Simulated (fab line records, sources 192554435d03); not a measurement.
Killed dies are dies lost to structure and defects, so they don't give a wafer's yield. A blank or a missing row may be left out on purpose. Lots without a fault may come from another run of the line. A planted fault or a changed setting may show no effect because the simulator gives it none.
Split-lot experiment | flow n5_finfet | 7 lots, 21 wafers read, on a route of 1938 steps

THE SPLIT
At N5_BEOL_M1_ETCH_64 (etches SOC in N2/H2, target depth 75 nm, overetch 15 nm, time 112.5 s), the setting bias_w was moved away from the recipe's 150 W on 9 of the 21 wafers read, by -11.8% to +12.9%. The other wafers ran this setting at the recipe's value.

The reading is taken at the split's own step.

THE READING
rf_vpp_V, in V, at N5_BEOL_M1_ETCH_64 (etches SOC in N2/H2, target depth 75 nm, overetch 15 nm, time 112.5 s). Fault-free wafers of this fab line usually give 523.5 V, standard deviation 2.3 V.

wafer  | tool, chamber at the split | bias_w as run, W | against the recipe | rf_vpp_V, V | against lot-mates on the recipe
L076.1 | rie_diel-04, 2             | 150              | recipe             | 522.7       | -
L076.3 | rie_diel-04, 0             | 150              | recipe             | 522.7       | -
L076.6 | rie_diel-04, 0             | 150              | recipe             | 522.5       | -
L078.2 | rie_diel-06, 2             | 150              | recipe             | 525.1       | -
L078.3 | rie_diel-06, 1             | 150              | recipe             | 518.3       | -
L078.6 | rie_diel-06, 2             | 150              | recipe             | 526.5       | -
L080.1 | rie_diel-06, 0             | 150              | recipe             | 525.3       | -
L080.5 | rie_diel-06, 1             | 169.1            | +12.7%             | 562.0       | +36.7
L080.6 | rie_diel-06, 2             | 169.1            | +12.7%             | 567.3       | +42.0
L086.1 | rie_diel-04, 0             | 150              | recipe             | 522.9       | -
L086.4 | rie_diel-04, 1             | 133.3            | -11.1%             | 488.5       | -34.4
L086.6 | rie_diel-04, 1             | 133.3            | -11.1%             | 488.0       | -34.9
L085.1 | rie_diel-05, 1             | 157.8            | +5.2%              | 538.5       | +12.6
L085.2 | rie_diel-05, 2             | 150              | recipe             | 525.0       | -
L085.4 | rie_diel-05, 0             | 150              | recipe             | 526.7       | -
L093.2 | rie_diel-05, 0             | 169.4            | +12.9%             | 567.3       | no lot-mate on the recipe
L093.5 | rie_diel-05, 1             | 169.4            | +12.9%             | 562.3       | no lot-mate on the recipe
L093.6 | rie_diel-05, 0             | 169.4            | +12.9%             | 567.4       | no lot-mate on the recipe
L094.1 | rie_diel-04, 0             | 132.3            | -11.8%             | 480.9       | -42.9
L094.4 | rie_diel-04, 0             | 150              | recipe             | 522.7       | -
L094.6 | rie_diel-04, 3             | 150              | recipe             | 524.8       | -

THE FIT
A straight line over all 21 wafers: rf_vpp_V changes by +3.27 V for each +1% of bias_w; r = +1.00; the points scatter about the line by 2.4 V.
The same after taking each lot's own level away (the mean of its wafers on the recipe; 18 wafers): +3.17 V for each +1%; r = +0.99; scatter 2.5 V.
On that fit, the largest move of bias_w shifts the reading by 41 V.
The lots' own levels span 522.63 to 525.85 V, that is 1.4 times the standard deviation above.
So the lot-to-lot level changes the slope little: the two slopes agree.
Check: with one of the wafers moved furthest among these (+12.7%) left out of the fit, the line predicts +41.1 V for it against its lot-mates. It came out at +36.7 V against them.
Tool readings at the split's step, against how far the setting was moved: rf_vpp_V r = +1.00.

OTHER SPLITS ON THESE WAFERS
These wafers also went through other splits before the reading. Each is held against what the fit with the lots' levels taken away leaves over:
other split on the same wafers           | wafers away from the commonest value | r with rf_vpp_V (lot level and that fit taken away)
N5_GATE_CUT_DESCUM_18 time_s             | 6                                    | -0.06
N5_MOL_CONTACT_COAG_ETCHBACK_135 time_s  | 8                                    | +0.30
N5_MOL_CONTACT_COAG_VIA_ETCH_46 bias_w   | 6                                    | -0.14
N5_MOL_CONTACT_COAG_CVD_140 target_thk_a | 6                                    | +0.32
N5_BEOL_M0_SAQP_ETCH_88 source_w         | 8                                    | +0.16
N5_BEOL_M0_CUTY_COAT_50 spin_rpm         | 7                                    | -0.04

THE WHOLE CHAIN: every reading that the file lists as answering this split, in the file's order
step               | what it does                                                          | reading                                                                          | change (the file's fit)                | r (the file's)
N5_BEOL_M1_ETCH_64 | etches SOC in N2/H2, target depth 75 nm, overetch 15 nm, time 112.5 s | rf_vpp_V                                                                         | +3.22 V for each +1% of the setting    | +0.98
N5_BEOL_M1_ETCH_64 | etches SOC in N2/H2, target depth 75 nm, overetch 15 nm, time 112.5 s | SiARC_of_BEOL_M1_COAT_62.thk_nm (the simulator's own value, which no gauge read) | -0.0617 nm for each +1% of the setting | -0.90

THE FILE'S OWN FIT
rf_vpp_V changes by +3.22 V for each +1% of bias_w, r = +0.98.
